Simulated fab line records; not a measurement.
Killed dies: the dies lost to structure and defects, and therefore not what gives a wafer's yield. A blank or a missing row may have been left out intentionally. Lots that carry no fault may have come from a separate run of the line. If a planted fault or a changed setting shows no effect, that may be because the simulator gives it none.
fab line records / flow nand-harc
record: lots: 6 wafers: 18 last-day: 24
route steps=1159 shown A_STAIRCASE@741 A_SGD_CUT@747
lots with no fault: from the same line, run without faults
start-h: hours from the record's first day to the start of the lot's first wafer shown / wait-h: how many hours have passed since the lot's step before this one / " identical to the entry in the row above / L1.1+2: a row that stands for several wafers / - either no value or no given start / * or withheld: withheld / < > ~ a bound
route shown NAME@n: names a module that has steps shown in the file, with the first one's number in the route / usual: mean and standard deviation over wafers with no fault / same: alike in all rows / chamber/n: place in a boat / sites: the reading at each site / _std_site: standard deviation of those values / _edge_site: outer sites' mean less inner sites' / radius-mm: how far each site lies from the wafer's centre / mask NAME#n: copy n / behind: the most recent tool/chamber to have shaped the wafer / hold: why the lot went on hold/how many hours it stayed there/how the hold came to an end / device: names the non-switching transistor (n, p or np) / end of line: the tests these same wafers got at the end of their route / a step without rows: its recipe alone / killed: the dies lost at the first sort to structure and to defects; this is not the yield of the wafer / map: dies across one wafer; x = killed, . = not, _ = none there
set.NAME: the setting as run; set.NAME@STEP: as run at that earlier step / model.NAME: the simulator's own value behind a step, which no gauge read
a table for each step, a row for each wafer; lots at some steps of the route
services: a tool's chamber out of use, with start hour (start-h, from the record's first day; less than 0 if before it), hours out, and reason
== steps ==
step: NHARC_A_STAIRCASE_STRIP_475
recipe: time-s: 20 o2-flow-sccm: 500 ar-flow-sccm: 0 bias-w: 0 chemistry: O2
usual: drypump-motor-current-A: 5.69/0.29 oes-product-au: 1.004/0.0093 rf-vpp-V: 57.8/0.92 showerhead-plenum-p-Torr: 3.47/0.15 throttle-valve-pct: 17.036/0.0098
lot.wafer=L555.1 tool=rie-diel-02 chamber=2 start-h=- wait-h=- drypump-motor-current-A=5.83 oes-product-au=0.996 rf-hours-counter-h=12 rf-vpp-V=56.9 showerhead-plenum-p-Torr=3.31 throttle-valve-pct=17.026
lot.wafer=L555.3 tool=rie-diel-02 chamber=3 start-h=- wait-h=- drypump-motor-current-A=5.68 oes-product-au=1.001 rf-hours-counter-h=13 rf-vpp-V=57.7 showerhead-plenum-p-Torr=3.55 throttle-valve-pct=17.041
lot.wafer=L555.5 tool=rie-diel-02 chamber=2 start-h=- wait-h=- drypump-motor-current-A=5.86 oes-product-au=1.014 rf-hours-counter-h=- rf-vpp-V=58.8 showerhead-plenum-p-Torr=3.31 throttle-valve-pct=17.037
lot.wafer=L559.1 tool=rie-diel-05 chamber=1 start-h=- wait-h=- drypump-motor-current-A=5.70 oes-product-au=0.998 rf-hours-counter-h=19 rf-vpp-V=58.3 showerhead-plenum-p-Torr=3.59 throttle-valve-pct=17.031
lot.wafer=L559.2 tool=rie-diel-05 chamber=3 start-h=- wait-h=- drypump-motor-current-A=5.54 oes-product-au=1.023 rf-hours-counter-h=15 rf-vpp-V=58.8 showerhead-plenum-p-Torr=3.64 throttle-valve-pct=17.023
lot.wafer=L559.5 tool=rie-diel-05 chamber=0 start-h=- wait-h=- drypump-motor-current-A=5.61 oes-product-au=1.009 rf-hours-counter-h=- rf-vpp-V=57.4 showerhead-plenum-p-Torr=3.37 throttle-valve-pct=17.044
lot.wafer=L565.3 tool=rie-diel-05 chamber=1 start-h=- wait-h=- drypump-motor-current-A=5.69 oes-product-au=0.989 rf-hours-counter-h=28 rf-vpp-V=58.8 showerhead-plenum-p-Torr=3.58 throttle-valve-pct=17.052
lot.wafer=L565.1 tool=rie-diel-05 chamber=2 start-h=- wait-h=- drypump-motor-current-A=5.51 oes-product-au=0.993 rf-hours-counter-h=27 rf-vpp-V=59.4 showerhead-plenum-p-Torr=3.55 throttle-valve-pct=17.035
lot.wafer=L565.4 tool=rie-diel-05 chamber=3 start-h=- wait-h=- drypump-motor-current-A=5.56 oes-product-au=1.005 rf-hours-counter-h=22 rf-vpp-V=59.4 showerhead-plenum-p-Torr=3.63 throttle-valve-pct=17.033
lot.wafer=L563.4 tool=rie-diel-11 chamber=3 start-h=- wait-h=- drypump-motor-current-A=5.39 oes-product-au=1.005 rf-hours-counter-h=14 rf-vpp-V=59.0 showerhead-plenum-p-Torr=3.65 throttle-valve-pct=17.043
lot.wafer=L563.3 tool=rie-diel-11 chamber=0 start-h=- wait-h=- drypump-motor-current-A=6.12 oes-product-au=1.019 rf-hours-counter-h=14 rf-vpp-V=57.6 showerhead-plenum-p-Torr=3.35 throttle-valve-pct=17.036
lot.wafer=L563.6 tool=rie-diel-11 chamber=1 start-h=- wait-h=- drypump-motor-current-A=5.62 oes-product-au=1.015 rf-hours-counter-h=- rf-vpp-V=56.7 showerhead-plenum-p-Torr=3.30 throttle-valve-pct=17.026
lot.wafer=L564.4 tool=rie-diel-11 chamber=3 start-h=- wait-h=- drypump-motor-current-A=5.40 oes-product-au=0.995 rf-hours-counter-h=15 rf-vpp-V=56.7 showerhead-plenum-p-Torr=3.65 throttle-valve-pct=17.039
lot.wafer=L564.6 tool=rie-diel-11 chamber=3 start-h=- wait-h=- drypump-motor-current-A=5.39 oes-product-au=1.004 rf-hours-counter-h=- rf-vpp-V=58.8 showerhead-plenum-p-Torr=3.64 throttle-valve-pct=17.040
lot.wafer=L564.5 tool=rie-diel-11 chamber=0 start-h=- wait-h=- drypump-motor-current-A=6.11 oes-product-au=1.006 rf-hours-counter-h=- rf-vpp-V=58.3 showerhead-plenum-p-Torr=3.35 throttle-valve-pct=17.044
lot.wafer=L567.3 tool=rie-diel-02 chamber=3 start-h=- wait-h=- drypump-motor-current-A=5.67 oes-product-au=0.995 rf-hours-counter-h=44 rf-vpp-V=56.5 showerhead-plenum-p-Torr=3.53 throttle-valve-pct=17.023
lot.wafer=L567.2 tool=rie-diel-02 chamber=0 start-h=- wait-h=- drypump-motor-current-A=5.11 oes-product-au=1.013 rf-hours-counter-h=45 rf-vpp-V=59.9 showerhead-plenum-p-Torr=3.78 throttle-valve-pct=17.030
lot.wafer=L567.4 tool=rie-diel-02 chamber=0 start-h=- wait-h=- drypump-motor-current-A=5.10 oes-product-au=1.009 rf-hours-counter-h=- rf-vpp-V=57.2 showerhead-plenum-p-Torr=3.78 throttle-valve-pct=17.025
step: NHARC_A_STAIRCASE_DEP_471
recipe: target-thk-a: 1000 temp-c: 400 pressure-torr: 6.5 rf-w: 900 teos-flow-sccm: 161.4 flow-sccm: 2650 target-thk-nm: 100 gas: O2 material: SiO2
usual: flow-sccm: 2651/8.2 heater-power-w: 596/63 throttle-valve-pct: 15.8/0.55
lot.wafer=L555.3 tool=pecvd-04 chamber=0 start-h=368.55 wait-h=- flow-sccm=2643 heater-power-w=525 throttle-valve-pct=16.3
lot.wafer=L555.1 tool=pecvd-04 chamber=1 start-h=368.55 wait-h=- flow-sccm=2649 heater-power-w=714 throttle-valve-pct=15.3
lot.wafer=L555.5 tool=pecvd-04 chamber=0 start-h=368.55 wait-h=- flow-sccm=2636 heater-power-w=544 throttle-valve-pct=16.5
lot.wafer=L559.2 tool=pecvd-02 chamber=0 start-h=401.10 wait-h=- flow-sccm=2651 heater-power-w=544 throttle-valve-pct=15.5
lot.wafer=L559.1 tool=pecvd-02 chamber=1 start-h=401.10 wait-h=- flow-sccm=2671 heater-power-w=514 throttle-valve-pct=16.6
lot.wafer=L559.5 tool=pecvd-02 chamber=0 start-h=401.10 wait-h=- flow-sccm=2645 heater-power-w=539 throttle-valve-pct=15.7
lot.wafer=L565.1 tool=pecvd-01 chamber=2 start-h=416.84 wait-h=- flow-sccm=2652 heater-power-w=662 throttle-valve-pct=16.4
lot.wafer=L565.3 tool=pecvd-01 chamber=0 start-h=416.84 wait-h=- flow-sccm=2659 heater-power-w=548 throttle-valve-pct=15.7
lot.wafer=L565.4 tool=pecvd-01 chamber=0 start-h=416.84 wait-h=- flow-sccm=2643 heater-power-w=553 throttle-valve-pct=15.3
lot.wafer=L563.3 tool=pecvd-04 chamber=2 start-h=417.03 wait-h=- flow-sccm=2630 heater-power-w=632 throttle-valve-pct=15.5
lot.wafer=L563.4 tool=pecvd-04 chamber=1 start-h=417.03 wait-h=- flow-sccm=2652 heater-power-w=555 throttle-valve-pct=14.7
lot.wafer=L563.6 tool=pecvd-04 chamber=2 start-h=417.03 wait-h=- flow-sccm=2628 heater-power-w=660 throttle-valve-pct=15.9
lot.wafer=L564.4 tool=pecvd-02 chamber=0 start-h=418.25 wait-h=- flow-sccm=2650 heater-power-w=477 throttle-valve-pct=15.7
lot.wafer=L564.5 tool=pecvd-02 chamber=1 start-h=418.25 wait-h=- flow-sccm=2652 heater-power-w=608 throttle-valve-pct=16.4
lot.wafer=L564.6 tool=pecvd-02 chamber=2 start-h=418.25 wait-h=- flow-sccm=2654 heater-power-w=561 throttle-valve-pct=16.0
lot.wafer=L567.2 tool=pecvd-02 chamber=1 start-h=451.30 wait-h=- flow-sccm=2643 heater-power-w=599 throttle-valve-pct=16.4
lot.wafer=L567.3 tool=pecvd-02 chamber=2 start-h=451.30 wait-h=- flow-sccm=2648 heater-power-w=534 throttle-valve-pct=15.9
lot.wafer=L567.4 tool=pecvd-02 chamber=1 start-h=451.30 wait-h=- flow-sccm=2651 heater-power-w=605 throttle-valve-pct=16.5
step: NHARC_A_STAIRCASE_CMP_472
recipe: material: SiO2
usual: motor-current-A: 12.2/0.93
lot.wafer=L555.3 tool=cmp-02 chamber=0 start-h=368.84 wait-h=0.3 motor-current-A=11.2
lot.wafer=L555.1 tool=cmp-02 chamber=1 start-h=368.84 wait-h=0.3 motor-current-A=13.4
lot.wafer=L555.5 tool=cmp-02 chamber=2 start-h=368.84 wait-h=0.3 motor-current-A=11.6
lot.wafer=L559.1 tool=cmp-01 chamber=2 start-h=401.40 wait-h=0.2 motor-current-A=12.8
lot.wafer=L559.2 tool=cmp-01 chamber=0 start-h=401.40 wait-h=0.2 motor-current-A=11.5
lot.wafer=L559.5 tool=cmp-01 chamber=1 start-h=401.40 wait-h=0.2 motor-current-A=13.9
lot.wafer=L565.3 tool=cmp-01 chamber=2 start-h=417.11 wait-h=0.2 motor-current-A=13.0
lot.wafer=L565.1 tool=cmp-01 chamber=0 start-h=417.11 wait-h=0.2 motor-current-A=12.0
lot.wafer=L565.4 tool=cmp-01 chamber=1 start-h=417.11 wait-h=0.2 motor-current-A=13.1
lot.wafer=L563.4 tool=cmp-02 chamber=1 start-h=417.30 wait-h=0.2 motor-current-A=13.4
lot.wafer=L563.3 tool=cmp-02 chamber=2 start-h=417.30 wait-h=0.2 motor-current-A=11.4
lot.wafer=L563.6 tool=cmp-02 chamber=0 start-h=417.30 wait-h=0.2 motor-current-A=11.3
lot.wafer=L564.4 tool=cmp-01 chamber=1 start-h=418.51 wait-h=0.2 motor-current-A=13.1
lot.wafer=L564.6 tool=cmp-01 chamber=2 start-h=418.51 wait-h=0.2 motor-current-A=13.2
lot.wafer=L564.5 tool=cmp-01 chamber=3 start-h=418.51 wait-h=0.2 motor-current-A=12.6
lot.wafer=L567.3 tool=cmp-01 chamber=1 start-h=451.55 wait-h=0.2 motor-current-A=14.2
lot.wafer=L567.4 tool=cmp-01 chamber=3 start-h=451.55 wait-h=0.2 motor-current-A=13.3
lot.wafer=L567.2 tool=cmp-01 chamber=0 start-h=451.55 wait-h=0.2 motor-current-A=11.6
step: NHARC_A_STAIRCASE_SRD_474
step: NHARC_A_STAIRCASE_INSPECT_155
usual: raw-defect-count: 349/110
lot.wafer=L555.1 tool=defect-inspect-02 chamber=- start-h=369.13 wait-h=0.1 raw-defect-count=442
lot.wafer=L555.3 tool=defect-inspect-02 chamber=- start-h=369.13 wait-h=0.1 raw-defect-count=358
lot.wafer=L555.5 tool=defect-inspect-02 chamber=- start-h=369.13 wait-h=0.1 raw-defect-count=405
lot.wafer=L559.1 tool=defect-inspect-01 chamber=- start-h=401.72 wait-h=0.1 raw-defect-count=447
lot.wafer=L559.2 tool=defect-inspect-01 chamber=- start-h=401.72 wait-h=0.1 raw-defect-count=381
lot.wafer=L559.5 tool=defect-inspect-01 chamber=- start-h=401.72 wait-h=0.1 raw-defect-count=374
lot.wafer=L565.1 tool=defect-inspect-01 chamber=- start-h=417.45 wait-h=0.1 raw-defect-count=216
lot.wafer=L565.3 tool=defect-inspect-01 chamber=- start-h=417.45 wait-h=0.1 raw-defect-count=272
lot.wafer=L565.4 tool=defect-inspect-01 chamber=- start-h=417.45 wait-h=0.1 raw-defect-count=331
lot.wafer=L563.3 tool=defect-inspect-01 chamber=- start-h=417.60 wait-h=0.1 raw-defect-count=386
lot.wafer=L563.4 tool=defect-inspect-01 chamber=- start-h=417.60 wait-h=0.1 raw-defect-count=471
lot.wafer=L563.6 tool=defect-inspect-01 chamber=- start-h=417.60 wait-h=0.1 raw-defect-count=395
lot.wafer=L564.4 tool=defect-inspect-02 chamber=- start-h=418.78 wait-h=0.1 raw-defect-count=245
lot.wafer=L564.5 tool=defect-inspect-02 chamber=- start-h=418.78 wait-h=0.1 raw-defect-count=588
lot.wafer=L564.6 tool=defect-inspect-02 chamber=- start-h=418.78 wait-h=0.1 raw-defect-count=386
lot.wafer=L567.2 tool=defect-inspect-02 chamber=- start-h=451.89 wait-h=0.1 raw-defect-count=430
lot.wafer=L567.3 tool=defect-inspect-02 chamber=- start-h=451.89 wait-h=0.1 raw-defect-count=291
lot.wafer=L567.4 tool=defect-inspect-02 chamber=- start-h=451.89 wait-h=0.1 raw-defect-count=394
step: NHARC_A_SGD_CUT_DEP_00
recipe: target-thk-a: 500 temp-c: 400 target-thk-nm: 50 flow-sccm: 200 rf-w: 450 material: SiNx
usual: heater-power-w: 715/94
lot.wafer=L555.3 tool=pecvd-04 chamber=1 start-h=369.20 wait-h=0.1 heater-power-w=835
lot.wafer=L555.1 tool=pecvd-04 chamber=2 start-h=369.20 wait-h=0.1 heater-power-w=801
lot.wafer=L555.5 tool=pecvd-04 chamber=2 start-h=369.20 wait-h=0.1 heater-power-w=797
lot.wafer=L559.2 tool=pecvd-04 chamber=2 start-h=401.79 wait-h=0.1 heater-power-w=913
lot.wafer=L559.1 tool=pecvd-04 chamber=0 start-h=401.79 wait-h=0.1 heater-power-w=724
lot.wafer=L559.5 tool=pecvd-04 chamber=1 start-h=401.79 wait-h=0.1 heater-power-w=811
lot.wafer=L565.3 tool=pecvd-01 chamber=0 start-h=417.52 wait-h=0.1 heater-power-w=802
lot.wafer=L565.1 tool=pecvd-01 chamber=2 start-h=417.52 wait-h=0.1 heater-power-w=822
lot.wafer=L565.4 tool=pecvd-01 chamber=0 start-h=417.52 wait-h=0.1 heater-power-w=792
lot.wafer=L563.3 tool=pecvd-04 chamber=2 start-h=417.72 wait-h=0.1 heater-power-w=901
lot.wafer=L563.4 tool=pecvd-04 chamber=1 start-h=417.72 wait-h=0.1 heater-power-w=768
lot.wafer=L563.6 tool=pecvd-04 chamber=2 start-h=417.72 wait-h=0.1 heater-power-w=925
lot.wafer=L564.6 tool=pecvd-03 chamber=1 start-h=419.06 wait-h=0.3 heater-power-w=552
lot.wafer=L564.5 tool=pecvd-03 chamber=2 start-h=419.06 wait-h=0.3 heater-power-w=585
lot.wafer=L564.4 tool=pecvd-03 chamber=0 start-h=419.06 wait-h=0.3 heater-power-w=735
lot.wafer=L567.2 tool=pecvd-03 chamber=0 start-h=451.95 wait-h=0.1 heater-power-w=717
lot.wafer=L567.3 tool=pecvd-03 chamber=1 start-h=451.95 wait-h=0.1 heater-power-w=648
lot.wafer=L567.4 tool=pecvd-03 chamber=1 start-h=451.95 wait-h=0.1 heater-power-w=649
step: NHARC_A_SGD_CUT_DEHYDRATE_01
recipe: temp-c: 150 time-s: 120
step: NHARC_A_SGD_CUT_HMDS_02
recipe: time-s: 30
step: NHARC_A_SGD_CUT_COAT_56
recipe: temp-c: 260 time-s: 75
step: NHARC_A_SGD_CUT_COAT_57
recipe: temp-c: 225 time-s: 65
step: NHARC_A_SGD_CUT_COAT_03
recipe: spin-rpm: 1500 resist-thk-nm: 90
step: NHARC_A_SGD_CUT_SOFTBAKE_04
recipe: temp-c: 105 time-s: 55
usual: heater-power-total-W: 188.44/0.13
lot.wafer=L555.1 tool=litho-track-04 chamber=0 start-h=369 wait-h=- heater-power-total-W=188.43
lot.wafer=L555.3 tool=litho-track-04 chamber=0 start-h=369 wait-h=- heater-power-total-W=188.81
lot.wafer=L555.5 tool=litho-track-04 chamber=0 start-h=369 wait-h=- heater-power-total-W=188.72
lot.wafer=L559.1 tool=litho-track-01 chamber=0 start-h=402 wait-h=- heater-power-total-W=188.51
lot.wafer=L559.2 tool=litho-track-01 chamber=0 start-h=402 wait-h=- heater-power-total-W=188.47
lot.wafer=L559.5 tool=litho-track-01 chamber=0 start-h=402 wait-h=- heater-power-total-W=188.40
lot.wafer=L565.1 tool=litho-track-01 chamber=0 start-h=417 wait-h=- heater-power-total-W=205.14
lot.wafer=L565.3 tool=litho-track-01 chamber=0 start-h=417 wait-h=- heater-power-total-W=204.86
lot.wafer=L565.4 tool=litho-track-01 chamber=0 start-h=417 wait-h=- heater-power-total-W=205.32
lot.wafer=L563.3 tool=litho-track-04 chamber=0 start-h=417 wait-h=- heater-power-total-W=188.43
lot.wafer=L563.4 tool=litho-track-04 chamber=0 start-h=417 wait-h=- heater-power-total-W=188.46
lot.wafer=L563.6 tool=litho-track-04 chamber=0 start-h=417 wait-h=- heater-power-total-W=188.40
lot.wafer=L564.4 tool=litho-track-01 chamber=0 start-h=419 wait-h=- heater-power-total-W=205.01
lot.wafer=L564.5 tool=litho-track-01 chamber=0 start-h=419 wait-h=- heater-power-total-W=205.07
lot.wafer=L564.6 tool=litho-track-01 chamber=0 start-h=419 wait-h=- heater-power-total-W=204.98
lot.wafer=L567.2 tool=litho-track-04 chamber=0 start-h=452 wait-h=- heater-power-total-W=188.23
lot.wafer=L567.3 tool=litho-track-04 chamber=0 start-h=452 wait-h=- heater-power-total-W=188.34
lot.wafer=L567.4 tool=litho-track-04 chamber=0 start-h=452 wait-h=- heater-power-total-W=188.43
step: NHARC_A_SGD_CUT_EBR_05
== services ==
tool=rie-diel-05 chamber=- start-h=352.65 hours=0.9 kind=repair
tool=cmp-02 chamber=- start-h=353.92 hours=4.0 kind=pm
tool=rie-diel-11 chamber=- start-h=367.18 hours=9.0 kind=pm
tool=pecvd-04 chamber=- start-h=376.04 hours=13.0 kind=pm
tool=pecvd-04 chamber=0 start-h=376.04 hours=13.0 kind=vent-cycle
tool=pecvd-04 chamber=1 start-h=376.04 hours=13.0 kind=vent-cycle
tool=pecvd-04 chamber=2 start-h=376.04 hours=13.0 kind=vent-cycle
tool=cmp-01 chamber=- start-h=376.98 hours=4.0 kind=pm
tool=cmp-02 chamber=- start-h=377.83 hours=3.5 kind=repair
tool=pecvd-02 chamber=- start-h=380.20 hours=1.2 kind=repair
tool=rie-diel-05 chamber=3 start-h=381.74 hours=12.5 kind=repair
tool=pecvd-04 chamber=0 start-h=389.04 hours=- kind=clean
tool=pecvd-04 chamber=1 start-h=389.04 hours=- kind=clean
tool=rie-diel-02 chamber=2 start-h=393.04 hours=4.7 kind=repair
tool=cmp-02 chamber=- start-h=393.84 hours=1.6 kind=repair
tool=cmp-02 chamber=- start-h=403.69 hours=1.1 kind=repair
tool=pecvd-01 chamber=- start-h=418.13 hours=13.0 kind=pm
tool=rie-diel-05 chamber=1 start-h=423.83 hours=4.1 kind=repair
tool=rie-diel-11 chamber=1 start-h=427.98 hours=3.9 kind=repair
tool=pecvd-04 chamber=1 start-h=431.88 hours=16.8 kind=repair
tool=rie-diel-02 chamber=1 start-h=432.13 hours=43.9 kind=repair
tool=litho-track-01 chamber=- start-h=443.00 hours=7.0 kind=pm
tool=pecvd-01 chamber=- start-h=451.43 hours=0.3 kind=repair
tool=cmp-02 chamber=- start-h=451.92 hours=4.0 kind=pm
== key ==
first-sign: step: NHARC_A_SGD_CUT_SOFTBAKE_04 reading: heater-power-total-W direction: up sigmas: 99+ usual: * struck: *
effect none on later readings
met-at NHARC_A_SGD_CUT_SOFTBAKE_04
struck-wafers L564.4,L564.5,L564.6,L565.1,L565.3,L565.4
tester-left-out L564,L565
onset-between 402 417
fault: kind: process-parameter-drift tool: litho-track-01 chamber: - onset-h: 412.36 steps: NHARC_A_SGD_CUT_SOFTBAKE_04 channel: time-s offset: * shape: step end-h: 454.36 acts-in: * stated: *
tester-left-out: of these lots the tester's yield and bins aren't shown, on N5 and GAA mostly nor the transistor test; their killed dies are dies lost to structure and defects alone, not to doping, threshold or leakage, so they don't give the yield
